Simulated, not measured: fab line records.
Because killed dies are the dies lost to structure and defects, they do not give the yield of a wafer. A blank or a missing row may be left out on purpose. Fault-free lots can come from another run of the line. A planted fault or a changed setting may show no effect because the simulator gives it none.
Matching of chambers ; flow n5Finfet ; 3 sister chambers for N5_PASSIVATION_PECVD_00 on pecvd-03
The step deposits SiO2 from SiH4/N2O, target thk 200 nm, time 11.2 s. 14 wafers are shown with their chamber, then 7 later ones without.

WAFERS PAIRED WITH THEIR CHAMBERS
wafer;chamber;throttleValvePct (%);showerheadPlenumPTorr (Torr);heaterPowerW (W)
L074.2;0;60;8.29;857
L074.3;1;49;8.27;662
L074.5;1;49;8.28;673
L075.3;2;51;8.06;948
L075.5;0;60;8.33;814
L075.6;1;49;8.26;681
L077.1;1;49;8.29;710
L077.4;1;49;8.28;720
L077.5;2;51;8.04;948
L081.2;1;49;8.29;671
L081.3;2;52;8.05;880
L081.4;2;51;8.05;920
L088.1;1;49;8.29;722
L088.2;0;61;8.33;853

SIGNATURES, as means of the wafers listed above
reading;chamber 0;chamber 1;chamber 2;scatter within a chamber
throttleValvePct;60.33;49.00;51.25;0.359
showerheadPlenumPTorr;8.3167;8.2800;8.0500;0.0137
heaterPowerW;841.33;691.29;924.00;27.1
Rule: for a wafer and a chamber, the distance is found by dividing, reading by reading, the gap between the wafer's reading and the chamber's mean by the reading's scatter, squaring, summing and taking the root. The wafer belongs to the nearest chamber; if the next one is less than 2 further off, it can't be placed. The scatter: the root of (the sum of the squares of (reading less its chamber's mean) over the shown wafers, divided by (wafers less chambers)).

WAFERS MISSING THEIR CHAMBER
wafer;throttleValvePct (%);showerheadPlenumPTorr (Torr);heaterPowerW (W)
L088.6;51;8.04;977
L090.1;60;8.30;846
L090.3;60;8.33;842
L090.5;61;8.31;890
L095.2;49;8.31;598
L095.4;49;8.30;613
L095.5;60;8.31;851

EACH ONE'S CHAMBER
wafer;from the rows above;in truth
L088.6;2;2
L090.1;0;0
L090.3;0;0
L090.5;0;0
L095.2;1;1
L095.4;1;1
L095.5;0;0
7 of 7 placed correctly. Number that these rows cannot place: 0. Number placed wrongly: 0.
